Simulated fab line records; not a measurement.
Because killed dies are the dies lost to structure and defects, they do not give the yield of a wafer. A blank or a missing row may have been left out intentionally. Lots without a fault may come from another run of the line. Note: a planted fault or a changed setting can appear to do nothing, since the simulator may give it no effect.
fab line records	flow n5Finfet
[record] lots = 24	wafers = 72	lastDay = 17
route steps=1938 shown BEOL_M11@1538
lots that met no fault: taken from a fault-free run of the same line
startH: hours from the record's first day to the start of the lot's first wafer shown	waitH: how many hours have passed since the lot's step before this one	" repeats the value in the row above	L1.1+2: a single row standing in for several wafers	- no value, or no start given	* or withheld: withheld	< > ~ a bound
route shown NAME@n: NAME is a module with steps in the file, n the number in the route of the first one	usual: mean and standard deviation over wafers with no fault	same: alike in all rows	chamber/n: place in a boat	sites: the reading at each site	_std_site: the values' standard deviation	_edge_site: inner sites' mean taken away from outer sites' mean	radiusMm: for every site, how far away it sits from the centre of the wafer	mask NAME#n: copy n	behind: tool/chamber where the wafer was last shaped	hold: why the lot was held/for how many hours/how that ended	device: the transistor (n, p or np) that didn't switch	end of line: the same wafers' tests at the end of the route	a step with no rows: only its recipe	killed: at the first sort, the dies lost to defects and structure; wafer yield is something else	map: shows each die of a wafer: x if killed, . if not, _ if none is there
set.NAME: setting as actually run; set.NAME@STEP: the setting as run at that earlier step	model.NAME: the simulator's own value behind a step, which no gauge read
a sample of lots followed through the steps of the route, with each step as a table and each wafer as a row
services: when a tool's chamber went out of use (startH, in hours from the record's first day, below 0 if earlier), for how many hours, and the reason
[[steps]]
[step N5_BEOL_M11_THK_MEAS_01]
[recipe] reads = SiCOH_lowk_of_BEOL_M11_ILD_DEP_00
[usual] M11_ILD_THK = 266/3.6
lot.wafer	tool	chamber	startH	waitH	M11_ILD_THK[nm]
L074.1	filmMetro-02	-	208.31	0.4	258
L074.3	"	-	"	"	263
L074.6	"	-	"	"	269
L076.1	filmMetro-02	-	220.39	0.4	266
L076.4	"	-	"	"	262
L076.6	"	-	"	"	266
L075.1	filmMetro-02	-	226.39	0.4	268
L075.3	"	-	"	"	267
L075.6	"	-	"	"	271
L077.2	filmMetro-01	-	244.91	0.4	265
L077.3	"	-	"	"	270
L077.5	"	-	"	"	267
L079.2	filmMetro-01	-	248.49	0.4	270
L079.4	"	-	"	"	275
L079.6	"	-	"	"	275
L081.3	filmMetro-01	-	253.03	0.3	263
L081.5	"	-	"	"	273
L081.6	"	-	"	"	267
L080.1	filmMetro-01	-	253.97	0.4	258
L080.4	"	-	"	"	266
L080.5	"	-	"	"	264
L078.1	filmMetro-01	-	254.01	0.8	263
L078.2	"	-	"	"	269
L078.5	"	-	"	"	268
L082.1	filmMetro-01	-	256.75	0.4	267
L082.2	"	-	"	"	266
L082.5	"	-	"	"	265
L083.2	filmMetro-02	-	276.14	0.4	259
L083.3	"	-	"	"	264
L083.4	"	-	"	"	262
L084.1	filmMetro-01	-	276.50	0.4	265
L084.2	"	-	"	"	266
L084.3	"	-	"	"	265
L085.1	filmMetro-01	-	285.43	0.4	265
L085.2	"	-	"	"	266
L085.3	"	-	"	"	265
L086.1	filmMetro-01	-	297.63	0.4	264
L086.2	"	-	"	"	265
L086.4	"	-	"	"	269
L088.2	filmMetro-01	-	298.78	0.4	262
L088.3	"	-	"	"	264
L088.5	"	-	"	"	266
L087.1	filmMetro-01	-	300.91	0.8	269
L087.5	"	-	"	"	271
L087.6	"	-	"	"	271
L089.2	filmMetro-01	-	315.45	0.4	260
L089.5	"	-	"	"	267
L089.6	"	-	"	"	267
L092.1	filmMetro-01	-	319.13	0.4	265
L092.2	"	-	"	"	258
L092.4	"	-	"	"	267
L091.1	filmMetro-01	-	319.30	0.4	264
L091.2	"	-	"	"	263
L091.6	"	-	"	"	269
L090.1	filmMetro-01	-	319.58	0.4	264
L090.3	"	-	"	"	264
L090.4	"	-	"	"	268
L093.2	filmMetro-02	-	329.76	0.4	265
L093.5	"	-	"	"	267
L093.6	"	-	"	"	268
L094.3	filmMetro-02	-	338.15	0.3	260
L094.4	"	-	"	"	268
L094.5	"	-	"	"	266
L095.1	filmMetro-02	-	339.27	0.4	263
L095.2	"	-	"	"	258
L095.6	"	-	"	"	270
L096.1	filmMetro-01	-	361.14	0.4	265
L096.2	"	-	"	"	259
L096.5	"	-	"	"	262
L097.1	filmMetro-02	-	361.89	0.4	265
L097.2	"	-	"	"	264
L097.5	"	-	"	"	269
[step N5_BEOL_M11_PECVD_70]
[recipe] material = SiO2	targetThkA = 200	tempC = 400	precursor = TEOS/O2	pressureTorr = 5.5	rfW = 450	teosFlowSccm = 53.8	gas = O2	flowSccm = 3000	timeS = 22.7
[usual] heaterPowerW = 713/90	showerheadPlenumPTorr = 8.80/0.047	showerheadVppV = 1318/43	throttleValvePct = 22.2/1.1
lot.wafer	tool	chamber	startH	waitH	heaterPowerW	showerheadPlenumPTorr	showerheadVppV	throttleValvePct
L074.1	pecvd-01	1	208.35	0.0	896	8.82	1285	22.6
L074.3	"	0	"	"	662	8.73	1261	22.0
L074.6	"	2	"	"	745	8.83	1361	22.9
L076.1	pecvd-03	2	220.42	0.0	598	8.74	1337	20.7
L076.4	"	1	"	"	795	8.90	1396	23.5
L076.6	"	0	"	"	609	8.76	1309	22.9
L075.1	pecvd-01	2	226.42	0.0	642	8.85	1322	22.8
L075.3	"	0	"	"	554	8.73	1254	21.4
L075.6	"	1	"	"	848	8.85	1287	22.5
L077.2	pecvd-03	0	244.94	0.0	589	8.79	1286	22.9
L077.3	"	2	"	"	592	8.77	1329	21.0
L077.5	"	2	"	"	589	8.76	1334	21.0
L079.2	pecvd-01	0	248.52	0.0	653	8.74	1286	21.6
L079.4	"	0	"	"	659	8.73	1278	21.6
L079.6	"	0	"	"	648	8.73	1279	21.5
L081.3	pecvd-03	0	253.07	0.0	622	8.76	1280	22.7
L081.5	"	1	"	"	802	8.89	1376	23.1
L081.6	"	0	"	"	628	8.75	1297	22.8
L080.1	pecvd-02	2	254.00	0.0	702	8.82	1282	21.7
L080.4	"	2	"	"	680	8.82	1274	21.7
L080.5	"	1	"	"	645	8.77	1310	22.6
L078.1	pecvd-03	0	254.05	0.0	666	8.77	1282	22.5
L078.2	"	2	"	"	571	8.75	1332	20.8
L078.5	"	1	"	"	791	8.87	1409	23.3
L082.1	pecvd-03	0	256.78	0.0	693	8.76	1294	22.6
L082.2	"	1	"	"	826	8.88	1398	23.1
L082.5	"	2	"	"	661	8.75	1334	20.9
L083.2	pecvd-01	0	276.18	0.0	678	8.73	1273	21.7
L083.3	"	1	"	"	873	8.84	1287	22.8
L083.4	"	0	"	"	682	8.74	1271	22.0
L084.1	pecvd-02	1	276.54	0.0	698	8.80	1300	22.8
L084.2	"	2	"	"	644	8.82	1315	22.2
L084.3	"	0	"	"	784	8.78	1379	24.1
L085.1	pecvd-01	0	285.46	0.0	552	8.73	1266	22.1
L085.2	"	2	"	"	750	8.83	1320	20.0
L085.3	"	1	"	"	783	8.81	1303	22.6
L086.1	pecvd-01	1	297.66	0.0	889	8.83	1284	22.5
L086.2	"	0	"	"	675	8.73	1268	21.8
L086.4	"	2	"	"	665	8.82	1330	20.3
L088.2	pecvd-02	0	298.82	0.0	701	8.79	1378	23.9
L088.3	"	1	"	"	678	8.77	1296	22.8
L088.5	"	2	"	"	738	8.81	1304	21.9
L087.1	pecvd-02	2	300.95	0.0	719	8.84	1296	21.8
L087.5	"	0	"	"	873	8.82	1391	24.1
L087.6	"	2	"	"	723	8.81	1295	21.7
L089.2	pecvd-01	0	315.49	0.0	595	8.70	1276	21.9
L089.5	"	0	"	"	595	8.75	1269	21.9
L089.6	"	1	"	"	811	8.86	1289	22.4
L092.1	pecvd-01	1	319.17	0.0	858	8.84	1300	22.4
L092.2	"	2	"	"	768	8.81	1348	20.1
L092.4	"	1	"	"	886	8.85	1301	22.5
L091.1	pecvd-02	1	319.34	0.0	657	8.80	1271	22.9
L091.2	"	2	"	"	723	8.81	1281	22.1
L091.6	"	1	"	"	656	8.80	1303	22.9
L090.1	pecvd-03	0	319.62	0.0	630	8.77	1267	23.0
L090.3	"	2	"	"	603	8.74	1334	21.0
L090.4	"	1	"	"	740	8.90	1402	23.3
L093.2	pecvd-03	2	329.80	0.0	545	8.75	1345	21.1
L093.5	"	1	"	"	798	8.88	1406	23.0
L093.6	"	2	"	"	538	8.77	1320	21.1
L094.3	pecvd-01	2	338.19	0.0	799	8.82	1330	20.2
L094.4	"	0	"	"	630	8.75	1270	21.7
L094.5	"	1	"	"	886	8.82	1295	22.4
L095.1	pecvd-02	0	339.31	0.0	812	8.79	1384	23.9
L095.2	"	2	"	"	648	8.80	1287	21.8
L095.6	"	2	"	"	648	8.82	1281	21.9
L096.1	pecvd-03	2	361.18	0.0	631	8.77	1333	21.5
L096.2	"	0	"	"	710	8.76	1288	22.9
L096.5	"	2	"	"	625	8.76	1314	21.3
L097.1	pecvd-01	2	361.93	0.0	724	8.84	1340	20.4
L097.2	"	0	"	"	643	8.75	1266	21.8
L097.5	"	2	"	"	720	8.79	1337	20.4
[step N5_BEOL_M11_STRIP_19]
[recipe] chemistry = O2	powerW = 400	tempC = 40	pressureMtorr = 30	rfFrequencyHz = 6e+07	biasPowerW = 0	overashFraction = 0.2	o2FlowSccm = 225
[usual] drypumpMotorCurrentA = 5.5/0.44	oesProductAu = 0.81/0.1	rfVppV = 3.6/0.66	showerheadPlenumPTorr = 2.12/0.07	throttleValvePct = 16.56/0.29
lot.wafer	tool	chamber	startH	waitH	drypumpMotorCurrentA	oesProductAu	rfHoursCounterH	rfVppV	showerheadPlenumPTorr	throttleValvePct
L074.1	rieDiel-01	2	210.55	0.1	5.4	0.70	188	5.1	2.09	16.86
L074.3	"	3	"	"	5.7	0.69	203	2.6	2.15	16.63
L074.6	"	1	"	"	6.0	0.96	-	3.5	2.06	16.13
L076.1	rieDiel-04	0	222.34	0.2	5.4	0.91	29	3.3	2.06	16.47
L076.4	"	3	"	"	5.9	0.68	228	4.9	1.99	17.14
L076.6	"	0	"	"	5.3	0.92	-	3.6	2.06	16.46
L075.1	rieDiel-01	1	228.21	0.1	6.0	0.95	15	3.8	2.06	16.14
L075.3	"	2	"	"	5.4	0.70	193	3.4	2.08	16.88
L075.6	"	1	"	"	6.0	0.95	-	3.4	2.06	16.15
L077.2	rieDiel-01	0	247.47	0.2	5.4	0.80	99	4.2	2.21	16.68
L077.3	"	2	"	"	5.4	0.70	199	3.5	2.08	16.89
L077.5	"	0	"	"	5.3	0.80	-	4.4	2.21	16.71
L079.2	rieDiel-01	2	251.21	0.1	5.4	0.69	200	2.5	2.08	16.89
L079.4	"	3	"	"	5.7	0.69	216	2.5	2.15	16.65
L079.6	"	0	"	"	5.3	0.81	-	3.2	2.21	16.70
L081.3	rieDiel-04	0	254.89	0.1	5.4	0.88	39	3.0	2.06	16.48
L081.5	"	2	"	"	4.7	0.87	-	2.6	2.21	16.41
L081.6	"	1	"	"	5.1	0.95	-	3.4	2.12	16.16
L080.1	rieDiel-04	2	255.30	0.1	4.7	0.87	46	2.2	2.21	16.41
L080.4	"	1	"	"	5.1	0.95	17	3.0	2.12	16.16
L080.5	"	3	"	"	5.9	0.69	-	4.2	1.99	17.13
L078.1	rieDiel-01	3	255.47	0.1	5.7	0.68	217	3.4	2.15	16.65
L078.2	"	1	"	"	6.0	0.93	22	2.9	2.05	16.16
L078.5	"	1	"	"	6.0	0.93	-	4.9	2.05	16.16
L082.1	rieDiel-02	1	259.25	0.1	5.6	0.73	185	2.3	2.17	16.86
L082.2	"	3	"	"	5.0	0.82	68	3.3	2.03	16.67
L082.5	"	3	"	"	5.0	0.84	-	3.4	2.03	16.67
L083.2	rieDiel-01	1	278.96	0.1	6.0	0.91	29	4.1	2.05	16.16
L083.3	"	2	"	"	5.5	0.68	209	3.1	2.08	16.90
L083.4	"	0	"	"	5.4	0.80	107	3.4	2.21	16.69
L084.1	rieDiel-02	3	279.15	0.1	5.0	0.83	73	2.4	2.03	16.68
L084.2	"	2	"	"	5.1	0.69	239	3.6	2.07	16.65
L084.3	"	0	"	"	6.5	0.91	20	3.3	2.13	16.07
L085.1	rieDiel-04	1	288.25	0.1	5.1	0.93	27	3.7	2.12	16.20
L085.2	"	2	"	"	4.7	0.85	56	3.9	2.21	16.43
L085.3	"	3	"	"	5.9	0.68	247	3.6	1.98	17.17
L086.1	rieDiel-01	1	298.82	0.1	6.0	0.90	36	3.9	2.05	16.19
L086.2	"	3	"	"	5.7	0.68	230	3.0	2.14	16.68
L086.4	"	0	"	"	5.4	0.79	113	3.3	2.21	16.73
L088.2	rieDiel-01	1	302.24	0.1	6.0	0.90	37	4.1	2.05	16.19
L088.3	"	3	"	"	5.7	0.67	230	3.3	2.14	16.67
L088.5	"	3	"	"	5.7	0.66	-	4.2	2.14	16.68
L087.1	rieDiel-01	2	302.38	0.2	5.4	0.69	216	3.7	2.08	16.94
L087.5	"	3	"	"	5.7	0.68	-	3.5	2.14	16.67
L087.6	"	0	"	"	5.3	0.79	-	4.0	2.21	16.71
L089.2	rieDiel-01	0	317.27	0.1	5.3	0.78	119	4.2	2.21	16.73
L089.5	"	1	"	"	6.0	0.90	-	2.7	2.05	16.19
L089.6	"	2	"	"	5.4	0.68	-	3.7	2.07	16.92
L092.1	rieDiel-04	3	321.93	0.1	5.9	0.99	2	2.9	2.25	16.75
L092.2	"	2	"	"	4.7	0.83	68	3.3	2.20	16.45
L092.4	"	2	"	"	4.7	0.82	-	2.3	2.20	16.45
L091.1	rieDiel-02	1	322.13	0.2	5.6	0.72	202	3.4	2.16	16.88
L091.2	"	3	"	"	5.0	0.82	88	3.8	2.02	16.70
L091.6	"	3	"	"	5.0	0.83	-	3.9	2.02	16.67
L090.1	rieDiel-04	1	322.25	0.1	5.1	0.91	38	3.0	2.12	16.23
L090.3	"	3	"	"	5.9	0.97	2	3.4	2.25	16.71
L090.4	"	3	"	"	5.9	0.97	-	5.0	2.25	16.74
L093.2	rieDiel-04	1	332.43	0.1	5.1	0.89	42	4.8	2.12	16.25
L093.5	"	1	"	"	5.1	0.90	-	3.5	2.12	16.24
L093.6	"	2	"	"	4.7	0.82	-	4.6	2.20	16.45
L094.3	rieDiel-01	0	339.15	0.1	5.3	0.78	125	3.8	2.20	16.75
L094.4	"	3	"	"	5.7	0.67	242	3.7	2.14	16.70
L094.5	"	0	"	"	5.3	0.78	-	4.9	2.20	16.72
L095.1	rieDiel-04	2	341.69	0.1	4.7	0.83	74	4.4	2.20	16.46
L095.2	"	0	"	"	5.4	0.85	61	4.4	2.05	16.54
L095.6	"	2	"	"	4.7	0.83	-	4.1	2.20	16.46
L096.1	rieDiel-01	2	364.13	0.2	5.4	0.67	234	2.5	2.07	16.95
L096.2	"	1	"	"	6.0	0.88	55	4.1	2.04	16.22
L096.5	"	3	"	"	5.7	0.67	-	2.9	2.14	16.72
L097.1	rieDiel-02	0	364.66	0.2	6.5	0.87	48	3.2	2.12	16.11
L097.2	"	3	"	"	4.9	0.80	102	4.3	2.02	16.73
L097.5	"	2	"	"	5.1	0.96	-	3.4	2.06	16.25
[step N5_BEOL_M11_DESCUM_33]
[recipe] chemistry = O2	timeS = 7.9	sourcePowerW = 50	biasPowerW = 20	pressureMtorr = 20	rfFrequencyHz = 2.712e+07	tempC = 40	resist = CAR-ArF	o2FlowSccm = 225
[usual] drypumpMotorCurrentA = 5.5/0.5	oesProductAu = 0.81/0.097	rfVppV = 243.4/1.4	showerheadPlenumPTorr = 2.10/0.065	throttleValvePct = 20.3/0.31
lot.wafer	tool	chamber	startH	waitH	drypumpMotorCurrentA	oesProductAu	rfHoursCounterH	rfVppV	showerheadPlenumPTorr	throttleValvePct
L074.1	rieDiel-04	2	215.04	0.0	4.7	0.89	34	244.8	2.21	20.2
L074.3	"	3	"	"	5.9	0.69	225	242.4	1.99	20.9
L074.6	"	0	"	"	5.4	0.92	-	243.8	2.06	20.3
L076.1	rieDiel-04	0	223.02	0.3	5.4	0.90	29	244.0	2.05	20.3
L076.4	"	1	"	"	5.1	0.98	8	244.2	2.12	19.9
L076.6	"	2	"	"	4.7	0.88	-	244.6	2.21	20.2
L075.1	rieDiel-01	3	228.70	0.0	5.7	0.69	208	243.8	2.15	20.4
L075.3	"	1	"	"	6.0	0.94	15	242.6	2.05	19.9
L075.6	"	1	"	"	6.0	0.95	-	242.7	2.05	19.9
L077.2	rieDiel-01	3	247.91	0.0	5.7	0.68	215	243.9	2.15	20.3
L077.3	"	2	"	"	5.4	0.69	199	243.9	2.08	20.6
L077.5	"	3	"	"	5.7	0.69	-	244.8	2.15	20.4
L079.2	rieDiel-04	2	253.37	0.0	4.7	0.87	45	243.8	2.21	20.2
L079.4	"	1	"	"	5.1	0.96	17	243.6	2.12	19.9
L079.6	"	3	"	"	5.9	0.68	-	241.1	1.98	20.9
L081.3	rieDiel-04	2	257.28	0.3	4.7	0.87	47	246.4	2.21	20.2
L081.5	"	3	"	"	5.9	0.68	-	240.6	1.98	20.9
L081.6	"	0	"	"	5.4	0.89	-	242.6	2.05	20.3
L080.1	rieDiel-02	1	257.61	0.4	5.6	0.73	185	244.4	2.16	20.6
L080.4	"	0	"	"	6.5	0.92	13	243.2	2.13	19.8
L080.5	"	3	"	"	5.0	0.83	-	241.9	2.03	20.4
L078.1	rieDiel-04	1	257.74	0.4	5.1	0.95	18	243.0	2.12	19.9
L078.2	"	2	"	"	4.7	0.86	47	243.1	2.21	20.2
L078.5	"	1	"	"	5.1	0.94	-	243.0	2.12	20.0
L082.1	rieDiel-02	2	259.70	0.0	5.1	0.69	233	243.3	2.07	20.4
L082.2	"	1	"	"	5.6	0.73	186	245.4	2.16	20.6
L082.5	"	1	"	"	5.6	0.72	-	245.0	2.16	20.6
L083.2	rieDiel-01	3	280.80	0.2	5.8	0.68	224	245.0	2.14	20.4
L083.3	"	0	"	"	5.3	0.79	107	244.4	2.21	20.5
L083.4	"	1	"	"	6.0	0.91	29	242.3	2.05	19.9
L084.1	rieDiel-02	3	280.83	0.0	4.9	0.83	74	242.3	2.02	20.4
L084.2	"	0	"	"	6.5	0.91	20	244.7	2.12	19.8
L084.3	"	1	"	"	5.6	0.72	188	243.2	2.16	20.6
L085.1	rieDiel-02	0	288.93	0.1	6.5	0.90	23	245.8	2.12	19.8
L085.2	"	2	"	"	5.1	0.70	243	242.8	2.06	20.4
L085.3	"	3	"	"	5.0	0.82	77	241.6	2.02	20.4
L086.1	rieDiel-02	2	300.55	0.0	5.1	0.69	246	243.6	2.06	20.4
L086.2	"	0	"	"	6.5	0.89	27	244.1	2.12	19.8
L086.4	"	1	"	"	5.6	0.72	194	244.4	2.16	20.6
L088.2	rieDiel-04	1	302.68	0.0	5.1	0.93	30	245.0	2.12	19.9
L088.3	"	2	"	"	4.7	0.84	60	245.3	2.20	20.2
L088.5	"	2	"	"	4.8	0.84	-	244.5	2.20	20.2
L087.1	rieDiel-01	2	303.44	0.4	5.4	0.68	216	243.3	2.07	20.6
L087.5	"	3	"	"	5.7	0.67	-	245.1	2.14	20.4
L087.6	"	2	"	"	5.5	0.68	-	243.2	2.07	20.6
L089.2	rieDiel-01	2	319.90	0.0	5.5	0.67	221	243.3	2.07	20.6
L089.5	"	2	"	"	5.4	0.68	-	241.9	2.07	20.6
L089.6	"	1	"	"	6.0	0.89	-	242.1	2.04	19.9
L091.1	rieDiel-02	3	325.15	0.0	5.0	0.80	89	241.9	2.02	20.5
L091.2	"	0	"	"	6.5	0.87	35	242.8	2.12	19.8
L091.6	"	3	"	"	4.9	0.81	-	241.9	2.02	20.4
L092.1	rieDiel-02	1	325.70	0.2	5.6	0.71	203	243.6	2.16	20.6
L092.2	"	0	"	"	6.5	0.87	35	244.0	2.12	19.8
L092.4	"	1	"	"	5.6	0.71	-	244.3	2.16	20.6
L090.1	rieDiel-02	0	326.17	0.5	6.5	0.88	36	245.5	2.12	19.8
L090.3	"	3	"	"	5.0	0.82	90	242.8	2.02	20.5
L090.4	"	0	"	"	6.5	0.88	-	244.0	2.12	19.8
L093.2	rieDiel-02	3	333.57	0.0	4.9	0.81	93	243.0	2.02	20.5
L093.5	"	1	"	"	5.6	0.72	-	244.1	2.16	20.6
L093.6	"	0	"	"	6.5	0.88	-	243.6	2.12	19.8
L094.3	rieDiel-04	3	339.72	0.0	5.9	0.95	7	245.7	2.24	20.6
L094.4	"	1	"	"	5.1	0.90	44	244.6	2.11	20.0
L094.5	"	1	"	"	5.1	0.88	-	242.4	2.11	20.0
L095.1	rieDiel-01	1	342.29	0.0	6.0	0.87	49	240.7	2.04	19.9
L095.2	"	2	"	"	5.4	0.67	228	241.7	2.07	20.6
L095.6	"	0	"	"	5.4	0.78	-	245.3	2.20	20.5
L096.1	rieDiel-01	1	365.00	0.3	5.9	0.87	56	242.2	2.04	19.9
L096.2	"	0	"	"	5.3	0.76	134	245.9	2.20	20.5
L096.5	"	1	"	"	6.0	0.87	-	243.1	2.04	20.0
L097.1	rieDiel-02	2	366.38	0.0	5.1	0.95	10	243.5	2.06	20.1
L097.2	"	3	"	"	5.0	0.79	103	243.1	2.01	20.5
L097.5	"	2	"	"	5.1	0.97	-	243.0	2.06	20.1
[step N5_BEOL_M11_CD_MEAS_35]
[recipe] targetCdNm = 70	polarity = opening
[usual] cdNm = 70.5/0.66
lot.wafer	tool	chamber	startH	waitH	cdNm
L074.1	cdSem-01	-	215.68	0.0	70.5
L074.3	"	-	"	"	70.4
L074.6	"	-	"	"	69.3
L076.1	cdSem-02	-	223.67	0.0	70.8
L076.4	"	-	"	"	70.9
L076.6	"	-	"	"	69.8
L075.1	cdSem-03	-	229.35	0.0	70.0
L075.3	"	-	"	"	70.2
L075.6	"	-	"	"	69.7
L077.2	cdSem-01	-	248.56	0.0	69.3
L077.3	"	-	"	"	69.9
L077.5	"	-	"	"	68.9
L079.2	cdSem-01	-	254.01	0.0	70.6
L079.4	"	-	"	"	71.1
L079.6	"	-	"	"	70.4
L081.3	cdSem-03	-	257.93	0.0	70.6
L081.5	"	-	"	"	70.2
L081.6	"	-	"	"	71.5
L080.1	cdSem-02	-	258.26	0.0	71.0
L080.4	"	-	"	"	70.7
L080.5	"	-	"	"	71.5
L078.1	cdSem-01	-	258.39	0.0	71.6
L078.2	"	-	"	"	69.8
L078.5	"	-	"	"	71.2
L082.1	cdSem-01	-	260.34	0.0	69.8
L082.2	"	-	"	"	71.1
L082.5	"	-	"	"	70.0
L083.2	cdSem-01	-	281.45	0.0	71.9
L083.3	"	-	"	"	71.9
L083.4	"	-	"	"	70.6
L084.1	cdSem-02	-	281.47	0.0	70.0
L084.2	"	-	"	"	70.4
L084.3	"	-	"	"	70.1
L085.1	cdSem-03	-	289.58	0.0	70.5
L085.2	"	-	"	"	70.9
L085.3	"	-	"	"	70.8
L086.1	cdSem-02	-	301.21	0.0	70.9
L086.2	"	-	"	"	71.5
L086.4	"	-	"	"	70.4
L088.2	cdSem-02	-	303.33	0.0	70.5
L088.3	"	-	"	"	70.4
L088.5	"	-	"	"	71.5
L087.1	cdSem-01	-	304.09	0.0	71.0
L087.5	"	-	"	"	69.6
L087.6	"	-	"	"	70.5
L089.2	cdSem-03	-	320.55	0.0	70.5
L089.5	"	-	"	"	70.5
L089.6	"	-	"	"	70.7
L091.1	cdSem-02	-	325.80	0.0	70.1
L091.2	"	-	"	"	70.1
L091.6	"	-	"	"	70.4
L092.1	cdSem-01	-	326.35	0.0	70.4
L092.2	"	-	"	"	70.2
L092.4	"	-	"	"	69.4
L090.1	cdSem-02	-	326.82	0.0	70.7
L090.3	"	-	"	"	71.1
L090.4	"	-	"	"	70.8
L093.2	cdSem-02	-	334.22	0.0	71.2
L093.5	"	-	"	"	70.4
L093.6	"	-	"	"	70.3
L094.3	cdSem-01	-	340.37	0.0	69.2
L094.4	"	-	"	"	69.7
L094.5	"	-	"	"	70.3
L095.1	cdSem-03	-	342.94	0.0	69.8
L095.2	"	-	"	"	70.8
L095.6	"	-	"	"	70.5
L096.1	cdSem-03	-	365.64	0.0	71.1
L096.2	"	-	"	"	71.2
L096.5	"	-	"	"	69.9
L097.1	cdSem-02	-	367.03	0.0	71.0
L097.2	"	-	"	"	71.7
L097.5	"	-	"	"	71.4
[step N5_BEOL_M11_PRE_CLEAN_45]
[recipe] gas = H2/He	timeS = 30	tempC = 250
[usual] heaterPowerW = 375/48
lot.wafer	tool	chamber	startH	waitH	heaterPowerW
L074.1	pvdSputter-02	-	216.17	0.0	462
L074.3	"	-	"	"	359
L074.6	"	-	"	"	474
L076.1	pvdSputter-01	-	224.23	0.0	415
L076.4	"	-	"	"	398
L076.6	"	-	"	"	340
L075.1	pvdSputter-01	-	230.02	0.0	346
L075.3	"	-	"	"	430
L075.6	"	-	"	"	339
L077.2	pvdSputter-01	-	249.82	0.0	345
L077.3	"	-	"	"	409
L077.5	"	-	"	"	408
L079.2	pvdSputter-02	-	254.88	0.0	354
L079.4	"	-	"	"	310
L079.6	"	-	"	"	371
L081.3	pvdSputter-03	-	258.33	0.0	386
L081.5	"	-	"	"	385
L081.6	"	-	"	"	386
L080.1	pvdSputter-03	-	258.67	0.0	280
L080.4	"	-	"	"	317
L080.5	"	-	"	"	378
L078.1	pvdSputter-01	-	260.11	0.0	341
L078.2	"	-	"	"	412
L078.5	"	-	"	"	428
L082.1	pvdSputter-02	-	261.07	0.0	457
L082.2	"	-	"	"	313
L082.5	"	-	"	"	476
L083.2	pvdSputter-02	-	281.99	0.0	360
L083.3	"	-	"	"	367
L083.4	"	-	"	"	308
L084.1	pvdSputter-02	-	282.07	0.0	456
L084.2	"	-	"	"	360
L084.3	"	-	"	"	365
L085.1	pvdSputter-02	-	290.43	0.0	312
L085.2	"	-	"	"	366
L085.3	"	-	"	"	463
L086.1	pvdSputter-02	-	301.63	0.0	477
L086.2	"	-	"	"	363
L086.4	"	-	"	"	313
L088.2	pvdSputter-01	-	303.88	0.0	402
L088.3	"	-	"	"	433
L088.5	"	-	"	"	433
L087.1	pvdSputter-02	-	306.20	0.0	373
L087.5	"	-	"	"	468
L087.6	"	-	"	"	314
L089.2	pvdSputter-01	-	321.27	0.0	364
L089.5	"	-	"	"	361
L089.6	"	-	"	"	335
L091.1	pvdSputter-02	-	326.41	0.0	356
L091.2	"	-	"	"	361
L091.6	"	-	"	"	462
L092.1	pvdSputter-02	-	326.97	0.0	304
L092.2	"	-	"	"	366
L092.4	"	-	"	"	363
L090.1	pvdSputter-01	-	328.45	0.0	359
L090.3	"	-	"	"	349
L090.4	"	-	"	"	360
L093.2	pvdSputter-01	-	334.63	0.0	347
L093.5	"	-	"	"	399
L093.6	"	-	"	"	339
L094.3	pvdSputter-01	-	340.97	0.0	427
L094.4	"	-	"	"	332
L094.5	"	-	"	"	404
L095.1	pvdSputter-02	-	344.32	0.0	450
L095.2	"	-	"	"	372
L095.6	"	-	"	"	450
L096.1	pvdSputter-02	-	367.20	0.0	307
L096.2	"	-	"	"	464
L096.5	"	-	"	"	461
L097.1	pvdSputter-03	-	367.51	0.0	383
L097.2	"	-	"	"	377
L097.5	"	-	"	"	374
[[services]]
tool	chamber	startH	hours	kind
rieDiel-02	0	185.57	-	clean
rieDiel-02	0	185.57	-	consumableReplace:focusRing
rieDiel-02	0	185.57	15.5	scheduledDown
rieDiel-02	0	185.57	15.5	ventCycle
rieDiel-01	1	187.31	5.4	repair
pecvd-01	-	219.34	6.0	pm
rieDiel-02	0	227.10	2.8	repair
pecvd-01	2	234.42	2.5	repair
rieDiel-02	1	264.14	12.0	repair
pecvd-03	2	270.65	2.1	repair
pvdSputter-01	-	290.79	0.8	repair
pvdSputter-01	-	294.87	7.9	repair
rieDiel-04	3	301.14	-	clean
rieDiel-04	3	301.14	-	consumableReplace:focusRing
rieDiel-04	3	301.14	-	consumableReplace:showerhead
rieDiel-04	3	301.14	14.8	scheduledDown
rieDiel-04	3	301.14	14.8	ventCycle
pecvd-03	0	303.45	5.0	repair
pecvd-02	-	303.54	3.5	repair
pecvd-01	0	316.01	5.0	repair
pvdSputter-02	-	330.33	4.9	repair
pecvd-01	-	338.32	2.8	pm
rieDiel-01	3	364.43	-	clean
rieDiel-01	3	364.43	-	consumableReplace:focusRing
[[key]]
fault none
